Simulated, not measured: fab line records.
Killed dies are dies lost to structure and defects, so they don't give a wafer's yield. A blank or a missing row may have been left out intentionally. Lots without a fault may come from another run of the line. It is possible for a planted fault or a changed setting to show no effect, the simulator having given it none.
Chamber matching ; flow nand-harc ; rie-diel-03 running NHARC_P_GATE_DESCUM_48: 4 sister chambers
The step chemistry O2, time 3 s. 16 wafers are shown with their chamber, then 8 later ones without.

## WAFERS, EACH WITH ITS CHAMBER
wafer;chamber;showerhead-plenum-p-Torr (Torr);oes-product-au (a.u.);rf-vpp-V (V)
L074.2;0;1.91;0.998;59.2
L074.4;1;2.02;0.997;58.5
L074.5;2;1.80;0.989;58.1
L078.3;2;1.80;1.012;58.0
L078.4;1;2.02;0.996;58.7
L078.5;0;1.91;1.004;58.6
L085.3;2;1.80;1.004;57.2
L085.4;0;1.91;1.009;58.1
L085.5;0;1.91;1.006;56.1
L086.2;0;1.91;1.004;56.7
L086.4;2;1.80;1.009;57.5
L086.6;2;1.80;1.021;57.3
L088.1;0;1.91;1.002;57.0
L088.4;2;1.80;1.007;58.8
L088.5;1;2.01;0.992;58.4
L089.1;3;1.90;0.988;56.2

SIGNATURES (means of the wafers above)
reading;chamber 0;chamber 1;chamber 2;chamber 3;scatter within a chamber
showerhead-plenum-p-Torr;1.9100;2.0167;1.8000;1.9000;0.00236
oes-product-au;1.00383;0.99500;1.00700;0.98800;0.00731
rf-vpp-V;57.617;58.533;57.817;56.200;0.871
Rule: for each reading, subtract the chamber's mean from the wafer's reading, divide by that reading's scatter and square the result; add these up over the readings and take the root, which gives the wafer's distance from the chamber. The wafer belongs to the nearest chamber; if the next one is less than 2 further off, it can't be placed. The scatter: take each reading less its chamber's mean, square it, sum over the shown wafers, divide by the number of wafers less the number of chambers, and take the root.

## WAFERS WITH NO CHAMBER GIVEN
wafer;showerhead-plenum-p-Torr (Torr);oes-product-au (a.u.);rf-vpp-V (V)
L089.2;1.90;0.995;56.9
L089.4;2.01;0.997;58.9
L091.1;1.80;1.002;57.1
L091.2;1.90;0.981;58.6
L091.5;1.90;1.005;58.2
L097.1;1.90;1.005;56.7
L097.2;1.90;1.021;58.2
L097.4;2.01;1.010;57.9

## WHICH CHAMBER EACH ONE RAN IN
wafer;from the rows above;in truth
L089.2;3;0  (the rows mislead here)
L089.4;1;1
L091.1;2;2
L091.2;3;3
L091.5;can't be placed: 3 or 0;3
L097.1;can't be placed: 3 or 0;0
L097.2;can't be placed: 0 or 3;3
L097.4;1;1
Placed correctly: 4 of 8. Not placeable from these rows: 3 (in 3, the candidates include the true chamber). 1 placed wrongly.
